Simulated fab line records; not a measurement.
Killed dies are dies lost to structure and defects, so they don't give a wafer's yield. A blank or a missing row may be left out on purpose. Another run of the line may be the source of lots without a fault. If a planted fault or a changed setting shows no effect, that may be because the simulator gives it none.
Comparing a struck lot with a sound one :: flow nand_harc :: 14 steps out of a route of 1159
Sound: the wafers L561.3, L561.4, L561.5. Struck: wafers L571.1, L571.2, L571.4. At the end, the cause is stated.
Order at every step that has rows: each side's tool, ch and its chambers, its first start. Under that, the readings that differ: sound wafers :: struck wafers :: difference of the means :: sigmas: that difference in standard deviations of wafers without a fault.
alike: words and numbers the same on both sides, and readings whose means are apart by under 2 such deviations; not compared: readings that were withheld, readings missing a value for some wafer, numbers with overlapping values and no deviation given by the record, and bounds like >300 which may hide the same value.
The two part at a step that has a row with sigmas, a row that says differs or no value, or rows on one side only. When numbers do not overlap yet have no deviation, they are printed without sigmas and do not part them. A reading missing from all wafers of one side parts the sides only when that side holds two or more wafers.

first, 2 steps without rows for these wafers: NHARC_A_SOURCE_PLATE_SRD_01; NHARC_A_SOURCE_PLATE_OXIDE_02 (material SiO2, target thk 10 nm, ox time 1362 s).
NHARC_A_SOURCE_PLATE_THK_MEAS_09: measures by ellipsometry.
  sound on film_metro-01 at day 7 20:55; struck on film_metro-01 at day 10 03:08
  alike: thk_nm
then, 3 steps without rows for these wafers: NHARC_A_SOURCE_PLATE_PVD_04 (deposits WSi2, target thk 50 nm); NHARC_A_SOURCE_PLATE_CVD_03 (deposits poly-Si, target thk 200 nm, time 4000 s); NHARC_A_SOURCE_PLATE_ANNEAL_05 (time 1800 s).
NHARC_A_SOURCE_PLATE_THK_MEAS_06: measures by ellipsometry.
  sound on film_metro-01 at day 8 10:22; struck on film_metro-02 at day 10 18:01
  alike: thk_nm
NHARC_A_SOURCE_PLATE_INSPECT_08:
  sound on defect_inspect-02 at day 8 10:26; struck on defect_inspect-02 at day 10 18:05
  alike: raw_defect_count
then, 1 step without rows for these wafers: NHARC_A_ONON_D1_DEP_00 (target thk 1000 nm).
NHARC_A_ONON_D1_THK_MEAS_02: measures by ellipsometry.
  sound on film_metro-02 at day 8 11:01; struck on film_metro-02 at day 10 18:40
reading: thk_nm (nm)
sound: 1022 1020 1022
struck: 999 998 1000
difference: -22
sigmas: -2
NHARC_A_ONON_D1_DEP_03: target thk 1000 nm.
  sound on pecvd_onon-04 ch 0, day 8 11:11; struck on pecvd_onon-04 ch 0, day 10 18:43
  alike: nh3_flow_sccm
NHARC_A_ONON_D1_THK_MEAS_05: measures by ellipsometry.
  sound on film_metro-01 at day 8 11:35; struck on film_metro-01 at day 10 19:14
reading: thk_nm (nm)
sound: 1003 1000 1000
struck: 1566 1566 1566
difference: +565
sigmas: +67
then, 1 step without rows for these wafers: NHARC_A_ONON_D1_DEP_06 (target thk 1000 nm).
-- break in the record here, with 12 days between the starts of the struck wafers on either side (left off in module A_ONON_D1, picked up again in module END, where the first step shown is number 1159 on the route) --
NHARC_END_SORT_01:
  only the struck wafers appear in the record here, on prober-01 ch 0 at day 23 01:30; the sound ones have no rows

WHERE THEY PART
Last at NHARC_END_SORT_01 as far as this record goes, first at NHARC_A_ONON_D1_THK_MEAS_02.

WHY: what the simulator had put in
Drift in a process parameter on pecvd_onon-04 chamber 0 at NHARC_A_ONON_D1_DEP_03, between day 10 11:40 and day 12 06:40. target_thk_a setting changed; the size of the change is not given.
